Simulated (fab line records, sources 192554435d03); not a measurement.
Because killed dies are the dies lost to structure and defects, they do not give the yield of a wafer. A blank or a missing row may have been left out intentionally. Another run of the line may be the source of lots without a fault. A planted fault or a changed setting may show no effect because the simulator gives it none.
Matching of chambers || flow n5Finfet || N5_BEOL_M10_STRIP_19 on rieDiel-06 has 4 sister chambers
The step strips in O2. 14 wafers are shown with their chamber, then 7 later ones without.

## WAFERS WITH THEIR CHAMBER
{"wafer": "L074.1", "chamber": 0, "throttleValvePct (%)": 16.56, "drypumpMotorCurrentA (A)": 5.8, "showerheadPlenumPTorr (Torr)": 2.05}
{"wafer": "L074.2", "chamber": 1, "throttleValvePct (%)": 16.88, "drypumpMotorCurrentA (A)": 6.0, "showerheadPlenumPTorr (Torr)": 2.09}
{"wafer": "L074.6", "chamber": 3, "throttleValvePct (%)": 16.78, "drypumpMotorCurrentA (A)": 6.2, "showerheadPlenumPTorr (Torr)": 2.01}
{"wafer": "L075.1", "chamber": 2, "throttleValvePct (%)": 16.29, "drypumpMotorCurrentA (A)": 5.9, "showerheadPlenumPTorr (Torr)": 2.06}
{"wafer": "L075.4", "chamber": 1, "throttleValvePct (%)": 16.91, "drypumpMotorCurrentA (A)": 6.0, "showerheadPlenumPTorr (Torr)": 2.08}
{"wafer": "L075.5", "chamber": 1, "throttleValvePct (%)": 16.89, "drypumpMotorCurrentA (A)": 6.0, "showerheadPlenumPTorr (Torr)": 2.08}
{"wafer": "L077.2", "chamber": 3, "throttleValvePct (%)": 16.79, "drypumpMotorCurrentA (A)": 6.2, "showerheadPlenumPTorr (Torr)": 2.01}
{"wafer": "L077.5", "chamber": 2, "throttleValvePct (%)": 16.29, "drypumpMotorCurrentA (A)": 5.9, "showerheadPlenumPTorr (Torr)": 2.06}
{"wafer": "L077.6", "chamber": 3, "throttleValvePct (%)": 16.80, "drypumpMotorCurrentA (A)": 6.2, "showerheadPlenumPTorr (Torr)": 2.01}
{"wafer": "L083.2", "chamber": 3, "throttleValvePct (%)": 16.80, "drypumpMotorCurrentA (A)": 6.2, "showerheadPlenumPTorr (Torr)": 2.00}
{"wafer": "L083.5", "chamber": 1, "throttleValvePct (%)": 16.91, "drypumpMotorCurrentA (A)": 6.0, "showerheadPlenumPTorr (Torr)": 2.08}
{"wafer": "L083.6", "chamber": 2, "throttleValvePct (%)": 16.32, "drypumpMotorCurrentA (A)": 5.9, "showerheadPlenumPTorr (Torr)": 2.06}
{"wafer": "L087.1", "chamber": 0, "throttleValvePct (%)": 16.59, "drypumpMotorCurrentA (A)": 5.7, "showerheadPlenumPTorr (Torr)": 2.04}
{"wafer": "L087.3", "chamber": 1, "throttleValvePct (%)": 16.93, "drypumpMotorCurrentA (A)": 6.0, "showerheadPlenumPTorr (Torr)": 2.08}

SIGNATURES, as means of the wafers listed above
{"reading": "throttleValvePct", "chamber 0": 16.5750, "chamber 1": 16.9040, "chamber 2": 16.3000, "chamber 3": 16.7925, "scatter within a chamber": 0.0169}
{"reading": "drypumpMotorCurrentA", "chamber 0": 5.750, "chamber 1": 6.000, "chamber 2": 5.900, "chamber 3": 6.200, "scatter within a chamber": 0.0224}
{"reading": "showerheadPlenumPTorr", "chamber 0": 2.0450, "chamber 1": 2.0820, "chamber 2": 2.0600, "chamber 3": 2.0075, "scatter within a chamber": 0.00453}
Rule: a wafer's distance from a chamber is the root of the sum, over the readings, of the square of ((its reading less the chamber's mean) divided by the reading's scatter). If the next closest chamber is less than 2 further off than the closest, the wafer can't be placed; otherwise it belongs to the closest. The scatter: the root of (the sum of the squares of (reading less its chamber's mean) over the shown wafers, divided by (wafers less chambers)).

## WAFERS MISSING THEIR CHAMBER
{"wafer": "L087.5", "throttleValvePct (%)": 16.82, "drypumpMotorCurrentA (A)": 6.2, "showerheadPlenumPTorr (Torr)": 2.00}
{"wafer": "L090.3", "throttleValvePct (%)": 16.96, "drypumpMotorCurrentA (A)": 6.0, "showerheadPlenumPTorr (Torr)": 2.07}
{"wafer": "L090.5", "throttleValvePct (%)": 16.96, "drypumpMotorCurrentA (A)": 6.0, "showerheadPlenumPTorr (Torr)": 2.08}
{"wafer": "L090.6", "throttleValvePct (%)": 16.34, "drypumpMotorCurrentA (A)": 5.9, "showerheadPlenumPTorr (Torr)": 2.05}
{"wafer": "L088.2", "throttleValvePct (%)": 16.33, "drypumpMotorCurrentA (A)": 5.9, "showerheadPlenumPTorr (Torr)": 2.05}
{"wafer": "L088.3", "throttleValvePct (%)": 16.97, "drypumpMotorCurrentA (A)": 6.0, "showerheadPlenumPTorr (Torr)": 2.07}
{"wafer": "L088.5", "throttleValvePct (%)": 16.86, "drypumpMotorCurrentA (A)": 6.2, "showerheadPlenumPTorr (Torr)": 2.00}

## THE CHAMBER EACH PASSED THROUGH
{"wafer": "L087.5", "from the rows above": 3, "in truth": 3}
{"wafer": "L090.3", "from the rows above": 1, "in truth": 1}
{"wafer": "L090.5", "from the rows above": 1, "in truth": 1}
{"wafer": "L090.6", "from the rows above": 2, "in truth": 2}
{"wafer": "L088.2", "from the rows above": 2, "in truth": 2}
{"wafer": "L088.3", "from the rows above": 1, "in truth": 1}
{"wafer": "L088.5", "from the rows above": 3, "in truth": 3}
Placed correctly: 7 of 7. Can't be placed from these rows: 0. 0 placed wrongly.
